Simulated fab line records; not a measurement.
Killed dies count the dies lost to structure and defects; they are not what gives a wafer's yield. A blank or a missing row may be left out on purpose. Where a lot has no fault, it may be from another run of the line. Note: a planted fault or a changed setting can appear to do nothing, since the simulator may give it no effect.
Matching of chambers :: flow nand-harc :: cmp-01 running NHARC_P_BONDPAD_CMP_19: 4 sister chambers
The step polishes, t overpolish 30 s, cu recess touch 16 s, target thk 160.81 nm. 4 wafers are shown with their chamber, then 8 later ones without.

== WAFERS, EACH WITH ITS CHAMBER ==
wafer: L083.4
chamber: 2
overpolish-run-s (s): 30.004

wafer: L088.2
chamber: 0
overpolish-run-s (s): 30.000

wafer: L088.5
chamber: 1
overpolish-run-s (s): 29.995

wafer: L090.2
chamber: 3
overpolish-run-s (s): 30.004

== WAFERS WITH NO CHAMBER GIVEN ==
wafer: L090.5
overpolish-run-s (s): 29.996

wafer: L090.6
overpolish-run-s (s): 30.014

wafer: L091.2
overpolish-run-s (s): 30.004

wafer: L091.3
overpolish-run-s (s): 30.003

wafer: L091.6
overpolish-run-s (s): 29.987

wafer: L096.2
overpolish-run-s (s): 29.987

wafer: L096.3
overpolish-run-s (s): 30.010

wafer: L096.6
overpolish-run-s (s): 30.005

== CHAMBER TAKEN BY EACH ==
wafer: L090.5
from the rows above: can't be placed: 1 or 0 or 2 or 3
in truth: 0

wafer: L090.6
from the rows above: can't be placed: 2 or 3 or 0 or 1
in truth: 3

wafer: L091.2
from the rows above: can't be placed: 2 or 3 or 0 or 1
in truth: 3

wafer: L091.3
from the rows above: can't be placed: 2 or 3 or 0 or 1
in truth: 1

wafer: L091.6
from the rows above: can't be placed: 1 or 0 or 2 or 3
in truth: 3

wafer: L096.2
from the rows above: can't be placed: 1 or 0 or 2 or 3
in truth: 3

wafer: L096.3
from the rows above: can't be placed: 2 or 3 or 0 or 1
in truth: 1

wafer: L096.6
from the rows above: can't be placed: 2 or 3 or 0 or 1
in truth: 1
0 of 8 placed correctly. From these rows, 8 cannot be placed; in 8 the true chamber is one of the candidates. Wrongly placed: 0.
How it was worked out, from the rows above alone: a wafer's distance from a chamber is the root of the sum, over the readings, of the square of ((its reading less the chamber's mean) divided by the reading's scatter). The wafer belongs to the nearest chamber; if the next one is less than 2 further off, it can't be placed. Each chamber's mean is taken over the wafers shown for it. The scatter: with one shown wafer a chamber, the root of the mean of the squares of how far each hidden wafer lies from its nearest shown one.
